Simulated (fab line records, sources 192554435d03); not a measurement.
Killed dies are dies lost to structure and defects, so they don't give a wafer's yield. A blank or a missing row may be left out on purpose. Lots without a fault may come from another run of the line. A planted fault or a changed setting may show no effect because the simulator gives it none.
A struck lot beside a sound one | flow n5_finfet | 18 steps out of a route of 1938
Sound: wafers L640.1, L640.2, L640.4. Struck: wafer L644.4. (L644.6 of the same lot was not struck and is left out.) The cause comes at the end.
At each step with rows: each side's tool, then ch and its chambers, then its first start. Under that, the readings that differ: sound wafers | struck wafers | difference of the means | sigmas: that difference in standard deviations of wafers without a fault.
alike: readings whose means differ by less than 2 such deviations, and words and numbers that are the same on both sides. not compared: withheld readings, readings that some wafer has no value for, bounds like >300 that may hide the same value, and numbers for which the record gives no deviation and whose values overlap.
The two part at a step that has a row with sigmas, a row that says differs or no value, or rows on one side only. Numbers that don't overlap but have no deviation are shown without sigmas and don't part them. A reading that every wafer of one side lacks parts them only if that side has two wafers or more.

N5_BEOL_M0_SAQP_HM_DEP_02: deposits TiN, target thk 12 nm.
  sound on pvd_sputter-02, day 5 18:30; struck on pvd_sputter-02, day 6 16:17
  alike: chamber_pressure_pa, throttle_valve_pct
N5_BEOL_M0_SAQP_PECVD_03: deposits SiCN from 3MS/NH3, target thk 12 nm, time 21.1 s.
  sound on pecvd-03 ch 0,1, day 5 18:38; struck on pecvd-03 ch 1, day 6 16:25
  alike: showerhead_plenum_p_Torr, throttle_valve_pct
N5_BEOL_M0_SAQP_PECVD_96: deposits a-Si from SiH4/He, target thk 45 nm, time 45.2 s.
  sound on pecvd-03 ch 0,1, day 5 18:40; struck on pecvd-03 ch 1, day 6 16:27
  alike: heater_power_w, showerhead_plenum_p_Torr, throttle_valve_pct
N5_BEOL_M0_SAQP_PECVD_97: deposits SiNx from SiH4/NH3/N2, target thk 23 nm, time 19.9 s.
  sound on pecvd-03 ch 0,1, day 5 18:43; struck on pecvd-03 ch 1, day 6 16:29
  alike: heater_power_w, showerhead_plenum_p_Torr, throttle_valve_pct
then, 1 step without rows for these wafers: N5_BEOL_M0_SAQP_PECVD_04 (deposits a-Si from SiH4/He, target thk 60 nm, time 60.2 s).
N5_BEOL_M0_SAQP_THK_MEAS_05:
  sound on film_metro-01, day 5 18:51; struck on film_metro-02, day 6 16:37
  alike: thk_nm
N5_BEOL_M0_SAQP_HM_DEP_111: deposits SiO2 from SiH4/N2O, target thk 12 nm, time 7.2 s.
  sound on pecvd-04 ch 0,2, day 5 18:53; struck on pecvd-02 ch 2, day 6 16:40
  alike: heater_power_w, showerhead_plenum_p_Torr
then, 5 steps without rows for these wafers: N5_BEOL_M0_SAQP_COAT_81 (time 60 s, resist thk 100 nm); N5_BEOL_M0_SAQP_COAT_82 (time 60 s, resist thk 30 nm); N5_BEOL_M0_SAQP_COAT_08 (resist thk 90 nm); N5_BEOL_M0_SAQP_EBR_10; N5_BEOL_M0_SAQP_SOFTBAKE_09 (time 60 s).
N5_BEOL_M0_SAQP_EXPOSE_11: exposes mask M0 CORE, target cd 42 nm.
  sound on arfi_scanner-03 ch 0, day 5 19:05; struck on arfi_scanner-03 ch 0, day 6 17:01
  alike: mask, exposure_dose_mJ_cm2
then, 2 steps without rows for these wafers: N5_BEOL_M0_SAQP_PEB_12 (peb time 60 s); N5_BEOL_M0_SAQP_DEVELOP_13 (develop time 30 s).
N5_BEOL_M0_SAQP_CD_MEAS_14: target cd 42.5 nm.
  sound on cd_sem-01 ch 0, day 5 19:13; struck on cd_sem-02 ch 0, day 6 17:07
  reading    | sound             | struck | difference | sigmas
  cd_nm (nm) | 42.59 43.38 42.88 | 40.46  | -2.49      | -9
N5_BEOL_M0_SAQP_OVL_MEAS_15:
  sound on overlay-01 ch 0, day 5 19:14; struck on overlay-02 ch 0, day 6 17:09
  alike: M0_CORE_OVL
-- the record jumps here: 3 days lie between the struck wafers' starts before and after (it left off in module BEOL_M0_SAQP and takes up again in module BEOL_M4, whose first step shown is number 1111 of the route) --
N5_BEOL_M4_RC_MEAS_101:
  sound on prober-02 ch 0, day 8 03:44; struck on prober-01 ch 0, day 9 13:59
  alike: DIBL_N, DIBL_P, IOFF_N, IOFF_P, ION_N, ION_P, SS_N, SS_P, VT_N, VT_P

WHERE THEY PART
Only at N5_BEOL_M0_SAQP_CD_MEAS_14, within this record. Later steps at which nothing parts them and some readings are alike: N5_BEOL_M0_SAQP_OVL_MEAS_15, N5_BEOL_M4_RC_MEAS_101.

WHY: what the simulator had put in
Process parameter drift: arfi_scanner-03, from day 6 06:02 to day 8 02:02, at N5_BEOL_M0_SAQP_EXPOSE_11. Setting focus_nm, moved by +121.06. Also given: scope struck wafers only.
